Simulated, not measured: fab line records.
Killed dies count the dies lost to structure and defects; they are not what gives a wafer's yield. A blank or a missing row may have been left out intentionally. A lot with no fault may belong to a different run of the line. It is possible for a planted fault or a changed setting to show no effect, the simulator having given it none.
Comparing a struck lot with a sound one ; flow n5-finfet ; 14 out of 1938 route steps
Sound: wafers L645.2, L645.5, L645.6. Wafers struck: L653.3, L653.4, L653.5. Last of all comes the cause.
For every step that has rows: the tool of each side, followed by ch and its chambers, followed by its first start. Under that, the readings that differ: sound wafers ; struck wafers ; difference of the means ; sigmas: that difference in standard deviations of wafers without a fault.
alike: a reading whose means differ by less than 2 such deviations, as well as words and numbers matching on both sides. not compared: withheld readings; readings where some wafer has no value; bounds like >300 that might hide an equal value; numbers whose values overlap and for which the record gives no deviation.
The two part at a step that has a row with sigmas, a row that says differs or no value, or rows on one side only. Numbers that don't overlap but have no deviation are shown without sigmas and don't part them. A reading missing from all wafers of one side parts the sides only when that side holds two or more wafers.

N5_BEOL_M10_ETCH_62: etches SOC in N2/H2, target depth 110 nm, overetch 22 nm, time 165 s.
  sound on rie-diel-05 ch 0,1, day 12 06:06; struck on rie-diel-02 ch 1,3, day 14 09:08
  alike: drypump-motor-current-A, oes-product-au, rf-vpp-V, showerhead-plenum-p-Torr, throttle-valve-pct
  not compared: rf-hours-counter-h
then, 1 step without rows for these wafers: N5_BEOL_M10_STRIP_68 (strips in N2/H2).
N5_BEOL_M10_STRIP_67: strips in CF4.
  sound on rie-diel-05 ch 0,1, day 12 06:15; struck on rie-diel-02 ch 1,3, day 14 09:17
  alike: drypump-motor-current-A, oes-product-au, rf-vpp-V, showerhead-plenum-p-Torr, throttle-valve-pct
  not compared: rf-hours-counter-h
N5_BEOL_M10_HM_OPEN_17: chemistry Cl2/BCl3, target TiN, target depth 20 nm, overetch 6 nm.
  sound on rie-metal-02 ch 0,1, day 12 06:17; struck on rie-metal-02 ch 0,1, day 14 09:22
  alike: drypump-motor-current-A, oes-product-au, throttle-valve-pct
  not compared: rf-hours-counter-h
N5_BEOL_M10_STRIP_19: strips in O2.
  sound on rie-diel-05 ch 1,2,3, day 12 06:24; struck on rie-diel-02 ch 1,2,3, day 14 09:44
  alike: drypump-motor-current-A, oes-product-au, rf-vpp-V, showerhead-plenum-p-Torr, throttle-valve-pct
  not compared: rf-hours-counter-h
N5_BEOL_M10_CD_MEAS_18: pitch 140 nm, target cd 70 nm.
  sound on cd-sem-01, day 12 06:28; struck on cd-sem-03, day 14 09:49
  alike: cd-nm
then, 6 steps without rows for these wafers: N5_BEOL_M10_COAT_63 (time 60 s, resist thk 100 nm); N5_BEOL_M10_COAT_64 (time 60 s, resist thk 30 nm); N5_BEOL_M10_COAT_22 (resist thk 90 nm); N5_BEOL_M10_EBR_24; N5_BEOL_M10_SOFTBAKE_23 (time 60 s); N5_BEOL_M10_EXPOSE_25 (exposes mask V9).
N5_BEOL_M10_PEB_26: peb time 60 s.
  struck on litho-track-02, day 14 11:47; sound on litho-track-05 ch 0, day 12 06:54
  no value came back on the struck wafers for chill-plate-temp-C (C), exhaust-pa (Pa); on the sound wafers chill-plate-temp-C (C) reads 23.01 23.02 23.02
then, 1 step without rows for these wafers: N5_BEOL_M10_DEVELOP_27 (develop time 30 s).

WHERE THEY PART
Only at N5_BEOL_M10_PEB_26, within this record.

WHY: the cause the simulator had injected
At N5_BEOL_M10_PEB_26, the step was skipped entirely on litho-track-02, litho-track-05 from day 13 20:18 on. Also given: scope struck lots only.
